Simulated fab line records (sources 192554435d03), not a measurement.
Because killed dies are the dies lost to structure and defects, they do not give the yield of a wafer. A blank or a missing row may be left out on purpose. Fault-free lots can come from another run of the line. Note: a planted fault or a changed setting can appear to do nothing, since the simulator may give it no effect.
Which tool is to blame?	flow n5Finfet	Sampling: 24 lots, 72 wafers, 6 of 1938 route steps

WHAT THE GAUGES SHOWED, per wafer
N5_BEOL_M5_CD_MEAS_18: pitch 56 nm, target cd 28 nm.
lot	measured	on	cdNm (nm)
L075	day 7 22:19	cdSem-03	27.5 28.0 28.6
L074	day 8 04:28	cdSem-01	28.0 28.4 27.6
L076	day 8 17:52	cdSem-03	28.6 28.7 28.8
L077	day 8 20:52	cdSem-01	28.0 28.2 28.9
L078	day 9 00:52	cdSem-01	28.5 28.4 27.6
L080	day 9 07:38	cdSem-01	27.8 28.5 29.4
L079	day 9 08:05	cdSem-01	28.3 27.6 28.6
L081	day 10 00:34	cdSem-02	28.2 29.1 28.6
L082	day 10 08:09	cdSem-02	27.9 28.6 27.7
L083	day 10 09:07	cdSem-02	28.6 27.7 28.7
L085	day 10 17:37	cdSem-01	28.3 28.0 27.9
L084	day 10 17:55	cdSem-01	28.4 28.8 29.1
L086	day 11 06:10	cdSem-02	27.8 28.0 28.5
L087	day 11 08:14	cdSem-02	28.3 27.7 28.6
L089	day 12 06:11	cdSem-02	29.0 28.8 28.6
L088	day 12 08:01	cdSem-02	29.0 27.6 27.9
L090	day 12 15:23	cdSem-03	27.7 27.3 27.5
L091	day 12 15:55	cdSem-01	28.4 28.3 28.5
L093	day 12 22:26	cdSem-01	28.6 28.8 28.2
L092	day 13 06:25	cdSem-03	27.8 27.8 28.3
L094	day 13 08:01	cdSem-03	28.5 27.8 28.0
L095	day 13 14:31	cdSem-01	27.9 28.4 27.9
L096	day 13 17:11	cdSem-01	28.8 27.6 27.6
L097	day 13 23:08	cdSem-02	26.9 28.0 27.5

N5_BEOL_M5_THK_MEAS_53: measures by xrf.
lot	measured	on	M5_THK (nm)
L075	day 8 12:50	filmMetro-01	61.0 60.1 64.8
L074	day 8 13:18	filmMetro-01	58.3 57.3 59.9
L076	day 9 02:17	filmMetro-01	61.2 56.6 59.8
L077	day 9 06:55	filmMetro-01	57.4 60.7 56.9
L078	day 9 10:54	filmMetro-02	63.9 57.0 60.7
L080	day 9 15:28	filmMetro-02	59.4 59.0 60.2
L079	day 9 16:01	filmMetro-01	61.8 60.4 60.5
L081	day 10 08:49	filmMetro-01	59.7 65.8 65.7
L082	day 10 17:41	filmMetro-01	57.8 64.8 59.3
L083	day 10 18:05	filmMetro-02	61.9 62.4 62.0
L085	day 11 02:11	filmMetro-01	63.2 61.0 60.5
L084	day 11 13:39	filmMetro-02	58.9 62.5 60.5
L086	day 11 13:40	filmMetro-01	57.3 64.7 62.5
L087	day 11 19:23	filmMetro-01	63.4 61.5 62.1
L089	day 12 16:04	filmMetro-02	58.3 58.8 61.4
L088	day 12 16:18	filmMetro-02	65.5 60.0 62.9
L090	day 13 01:51	filmMetro-01	59.9 61.0 58.1
L091	day 13 02:14	filmMetro-02	58.0 63.0 58.9
L093	day 13 06:59	filmMetro-01	59.3 60.9 60.5
L092	day 13 16:50	filmMetro-01	58.3 61.4 63.1
L094	day 13 16:28	filmMetro-02	58.6 63.2 58.9
L095	day 13 23:58	filmMetro-02	58.1 61.4 62.6
L096	day 14 03:42	filmMetro-01	61.5 61.6 60.7
L097	day 14 08:26	filmMetro-01	62.0 62.7 60.3

WHICH TOOL RAN EACH LOT (tool, then ch and the chambers of the sampled wafers, then the start)
lot	N5_BEOL_M5_STRIP_19	N5_BEOL_M5_VIA_ETCH_34	N5_BEOL_M5_STRIP_91	N5_BEOL_M5_ANNEAL_84
L075	rieDiel-01 ch 0,2,3, day 7 22:14	rieDiel-05 ch 0,1, day 7 23:31	rieDiel-05 ch 0,1, day 8 03:17 or earlier	pvdSputter-03, day 8 03:17
L074	rieDiel-02 ch 0,2, day 8 04:23	rieDiel-05 ch 2,3, day 8 05:13	rieDiel-05 ch 2,3, day 8 10:21 or earlier	pvdSputter-01, day 8 10:21
L076	rieDiel-02 ch 0,1, day 8 17:47	rieDiel-05 ch 1,2,3, day 8 19:15	rieDiel-05 ch 1,2,3, day 8 23:23 or earlier	pvdSputter-02, day 8 23:23
L077	rieDiel-01 ch 1,3, day 8 20:48	rieDiel-02 ch 1,3, day 8 22:34	rieDiel-02 ch 1,3, day 9 03:44 or earlier	pvdSputter-01, day 9 03:44
L078	rieDiel-01 ch 0,1,3, day 9 00:48	rieDiel-02 ch 1,3, day 9 01:42	rieDiel-02 ch 1,3, day 9 08:01 or earlier	pvdSputter-03, day 9 08:01
L080	rieDiel-05 ch 0,2,3, day 9 07:34	rieDiel-01 ch 0,3, day 9 08:18	rieDiel-01 ch 0,3, day 9 12:35 or earlier	pvdSputter-02, day 9 12:35
L079	rieDiel-05 ch 0,2,3, day 9 08:01	rieDiel-01 ch 1,3, day 9 08:52	rieDiel-01 ch 1,3, day 9 13:08 or earlier	pvdSputter-03, day 9 13:08
L081	rieDiel-05 ch 1,2, day 10 00:30	rieDiel-01 ch 0,1,2, day 10 01:43	rieDiel-01 ch 0,1,2, day 10 05:32 or earlier	pvdSputter-02, day 10 05:32
L082	rieDiel-01 ch 0,1, day 10 08:05	rieDiel-05 ch 0,1,3, day 10 10:20	rieDiel-05 ch 0,1,3, day 10 14:31 or earlier	pvdSputter-01, day 10 14:31
L083	rieDiel-05 ch 0,2,3, day 10 09:03	rieDiel-02 ch 0,2, day 10 10:39	rieDiel-02 ch 0,2, day 10 15:11 or earlier	pvdSputter-02, day 10 15:11
L085	rieDiel-05 ch 0,1,3, day 10 17:33	rieDiel-01 ch 0,1,2, day 10 18:22	rieDiel-01 ch 0,1,2, day 10 23:13 or earlier	pvdSputter-02, day 10 23:13
L084	rieDiel-05 ch 0,1,3, day 10 17:50	rieDiel-05 ch 1,2,3, day 10 21:08	rieDiel-05 ch 1,2,3, day 11 10:29 or earlier	pvdSputter-03, day 11 10:29
L086	rieDiel-05 ch 0,1, day 11 06:06	rieDiel-02 ch 1,2,3, day 11 07:08	rieDiel-02 ch 1,2,3, day 11 10:46 or earlier	pvdSputter-01, day 11 10:46
L087	rieDiel-05 ch 0,2,3, day 11 08:10	rieDiel-01 ch 0,1,2, day 11 11:12	rieDiel-01 ch 0,1,2, day 11 15:50 or earlier	pvdSputter-01, day 11 15:50
L089	rieDiel-01 ch 0,1,2, day 12 06:07	rieDiel-01 ch 0,2,3, day 12 09:11	rieDiel-01 ch 0,2,3, day 12 13:11 or earlier	pvdSputter-01, day 12 13:11
L088	rieDiel-01 ch 2,3, day 12 07:56	rieDiel-05 ch 0,1, day 12 09:38	rieDiel-05 ch 0,1, day 12 13:24 or earlier	pvdSputter-03, day 12 13:24
L090	rieDiel-05 ch 1,2,3, day 12 15:19	rieDiel-01 ch 1,2,3, day 12 17:59	rieDiel-01 ch 1,2,3, day 12 22:58 or earlier	pvdSputter-02, day 12 22:58
L091	rieDiel-01 ch 1,2,3, day 12 15:51	rieDiel-05 ch 0,1,3, day 12 17:55	rieDiel-05 ch 0,1,3, day 12 23:20 or earlier	pvdSputter-01, day 12 23:20
L093	rieDiel-02 ch 0,3, day 12 22:22	rieDiel-05 ch 0,1,2, day 12 23:14	rieDiel-05 ch 0,1,2, day 13 04:06 or earlier	pvdSputter-02, day 13 04:06
L092	rieDiel-02 ch 1,2,3, day 13 06:20	rieDiel-01 ch 0,2,3, day 13 10:00	rieDiel-01 ch 0,2,3, day 13 13:56 or earlier	pvdSputter-03, day 13 13:56
L094	rieDiel-01 ch 0,2, day 13 07:56	rieDiel-02 ch 0,1,2, day 13 09:49	rieDiel-02 ch 0,1,2, day 13 13:35 or earlier	pvdSputter-02, day 13 13:35
L095	rieDiel-02 ch 0,3, day 13 14:26	rieDiel-01 ch 0,1,3, day 13 15:31	rieDiel-01 ch 0,1,3, day 13 21:04 or earlier	pvdSputter-03, day 13 21:04
L096	rieDiel-01 ch 1,2, day 13 17:07	rieDiel-05 ch 0,2,3, day 13 19:23	rieDiel-05 ch 0,2,3, day 14 00:40 or earlier	pvdSputter-01, day 14 00:40
L097	rieDiel-05 ch 0,3, day 13 23:03	rieDiel-01 ch 0,1,3, day 13 23:48	rieDiel-01 ch 0,1,3, day 14 05:05 or earlier	pvdSputter-01, day 14 05:05
- N5_BEOL_M5_STRIP_19: strips in O2.
- N5_BEOL_M5_VIA_ETCH_34: etches SiCOH lowk in C4F6/O2, target depth 88.3 nm, time 39.2 s.
- N5_BEOL_M5_STRIP_91: strips in N2/H2, time 10 s.
- N5_BEOL_M5_ANNEAL_84: time 1800 s.

WHAT THE TOOLS THEMSELVES READ (means of the sampled wafers that have a number; where no wafer has one, the mark that the record gives instead)
N5_BEOL_M5_STRIP_19.
lot	tool	drypumpMotorCurrentA (A)	oesProductAu (a.u.)	rfVppV (V)	showerheadPlenumPTorr (Torr)	throttleValvePct (%)
L075	rieDiel-01	5.89	0.89	3.8	2.09	16.43
L074	rieDiel-02	5.93	0.69	4.0	2.05	16.90
L076	rieDiel-02	6.22	0.71	3.6	2.09	16.67
L077	rieDiel-01	6.11	0.76	3.4	2.06	16.54
L078	rieDiel-01	6.07	0.81	3.6	2.08	16.49
L080	rieDiel-05	5.77	0.78	4.0	2.09	16.66
L079	rieDiel-05	5.79	0.79	3.6	2.09	16.65
L081	rieDiel-05	5.66	0.83	3.5	2.06	16.69
L082	rieDiel-01	6.13	0.87	3.9	2.11	16.29
L083	rieDiel-05	5.79	0.78	3.2	2.09	16.68
L085	rieDiel-05	5.73	0.74	3.7	2.07	16.82
L084	rieDiel-05	5.71	0.75	3.3	2.07	16.81
L086	rieDiel-05	5.54	0.74	3.4	2.05	16.86
L087	rieDiel-05	5.78	0.78	3.6	2.09	16.69
L089	rieDiel-01	5.96	0.83	3.4	2.10	16.34
L088	rieDiel-01	5.80	0.77	3.7	2.04	16.71
L090	rieDiel-05	5.78	0.77	3.7	2.07	16.76
L091	rieDiel-01	5.92	0.77	3.2	2.06	16.55
L093	rieDiel-02	5.91	0.84	3.6	2.13	16.77
L092	rieDiel-02	6.25	0.84	3.3	2.13	16.67
L094	rieDiel-01	5.76	0.86	3.9	2.11	16.31
L095	rieDiel-02	5.77	0.77	4.1	2.15	16.80
L096	rieDiel-01	5.98	0.78	3.6	2.07	16.42
L097	rieDiel-05	5.75	0.72	4.1	2.08	16.80

N5_BEOL_M5_VIA_ETCH_34.
lot	tool	biasW (W)	drypumpMotorCurrentA (A)	oesProductAu (a.u.)	rfVppV (V)	showerheadPlenumPTorr (Torr)	throttleValvePct (%)
L075	rieDiel-05	185.6	5.5	0.76	690	2.78	20.92
L074	rieDiel-05	184.0	5.8	0.83	644	2.83	20.71
L076	rieDiel-05	185.0	5.8	0.80	654	2.80	20.79
L077	rieDiel-02	184.7	6.4	0.80	646	2.86	21.04
L078	rieDiel-02	184.8	6.3	0.89	643	2.89	21.09
L080	rieDiel-01	185.1	6.0	0.86	666	2.85	20.69
L079	rieDiel-01	184.8	6.0	0.74	660	2.77	20.89
L081	rieDiel-01	185.2	6.0	0.85	668	2.89	20.62
L082	rieDiel-05	185.1	5.7	0.74	680	2.80	20.88
L083	rieDiel-02	184.8	6.0	0.87	654	2.97	20.66
L085	rieDiel-01	184.7	6.0	0.84	668	2.88	20.66
L084	rieDiel-05	184.8	5.8	0.79	653	2.79	20.80
L086	rieDiel-02	185.2	6.3	0.85	649	2.91	20.93
L087	rieDiel-01	185.6	6.0	0.84	669	2.88	20.65
L089	rieDiel-01	184.9	5.9	0.81	667	2.84	20.77
L088	rieDiel-05	184.9	5.5	0.75	673	2.73	20.97
L090	rieDiel-01	185.0	5.9	0.77	665	2.82	20.83
L091	rieDiel-05	185.2	5.7	0.73	681	2.80	20.91
L093	rieDiel-05	184.8	5.6	0.77	663	2.76	20.89
L092	rieDiel-01	185.3	5.9	0.81	666	2.84	20.78
L094	rieDiel-02	184.8	6.1	0.76	650	2.90	20.84
L095	rieDiel-01	184.9	6.1	0.77	664	2.82	20.78
L096	rieDiel-05	184.8	5.8	0.74	669	2.82	20.85
L097	rieDiel-01	184.9	6.1	0.77	665	2.81	20.79

N5_BEOL_M5_STRIP_91.
lot	tool	drypumpMotorCurrentA (A)	oesProductAu (a.u.)	rfVppV (V)	showerheadPlenumPTorr (Torr)	throttleValvePct (%)
L075	rieDiel-05	5.6	0.77	59.7	2.51	23.98
L074	rieDiel-05	5.8	0.84	58.5	2.52	23.78
L076	rieDiel-05	5.8	0.80	58.9	2.52	23.94
L077	rieDiel-02	6.4	0.81	59.6	2.55	23.65
L078	rieDiel-02	6.3	0.88	58.8	2.56	23.55
L080	rieDiel-01	6.0	0.87	59.7	2.55	23.55
L079	rieDiel-01	6.0	0.76	59.0	2.46	23.54
L081	rieDiel-01	6.0	0.86	60.3	2.58	23.46
L082	rieDiel-05	5.7	0.75	59.8	2.53	23.98
L083	rieDiel-02	6.0	0.88	59.9	2.71	23.99
L085	rieDiel-01	6.0	0.84	58.7	2.57	23.47
L084	rieDiel-05	5.8	0.78	59.7	2.52	23.96
L086	rieDiel-02	6.3	0.85	60.2	2.61	23.77
L087	rieDiel-01	5.9	0.84	59.6	2.57	23.47
L089	rieDiel-01	5.9	0.82	58.6	2.53	23.58
L088	rieDiel-05	5.5	0.74	58.6	2.48	24.17
L090	rieDiel-01	5.9	0.77	60.0	2.51	23.54
L091	rieDiel-05	5.7	0.74	60.1	2.53	23.99
L093	rieDiel-05	5.6	0.77	58.5	2.48	24.01
L092	rieDiel-01	5.9	0.81	59.1	2.53	23.58
L094	rieDiel-02	6.1	0.77	59.6	2.63	23.90
L095	rieDiel-01	6.1	0.77	58.8	2.51	23.54
L096	rieDiel-05	5.8	0.75	59.5	2.52	23.84
L097	rieDiel-01	6.1	0.77	58.1	2.51	23.54

N5_BEOL_M5_ANNEAL_84.
lot	tool	heaterPowerW (W)
L075	pvdSputter-03	772
L074	pvdSputter-01	791
L076	pvdSputter-02	917
L077	pvdSputter-01	896
L078	pvdSputter-03	779
L080	pvdSputter-02	876
L079	pvdSputter-03	755
L081	pvdSputter-02	790
L082	pvdSputter-01	840
L083	pvdSputter-02	964
L085	pvdSputter-02	879
L084	pvdSputter-03	744
L086	pvdSputter-01	740
L087	pvdSputter-01	839
L089	pvdSputter-01	841
L088	pvdSputter-03	761
L090	pvdSputter-02	825
L091	pvdSputter-01	836
L093	pvdSputter-02	868
L092	pvdSputter-03	784
L094	pvdSputter-02	897
L095	pvdSputter-03	735
L096	pvdSputter-01	762
L097	pvdSputter-01	821

THE ANSWER, worked out from the rows above alone
Rule: the usual values come from the lots themselves. Put in order of their means at a reading, lots are off if they are a third of the lots or fewer, leave a main group of 4 or more, and stand apart from it by a gap of 3 or more times the standard deviation of the main group's means; of several such gaps the widest counts. A main group whose means are all the same, to the digits that the tables above print for the reading, isn't used. Also off: a lot with no number at a reading for which 4 or more lots have one. The other lots that the step has rows for count as sound. First the gauges in route order, then the tools' own readings, where a lot's mean is used as printed above. At the first step where some lot is off, the reading lying furthest off is the one used; lots without a number count as furthest.
Nothing can be told from this: no lot is off at any reading shown.

WHAT THE SIMULATOR HAD PUT IN
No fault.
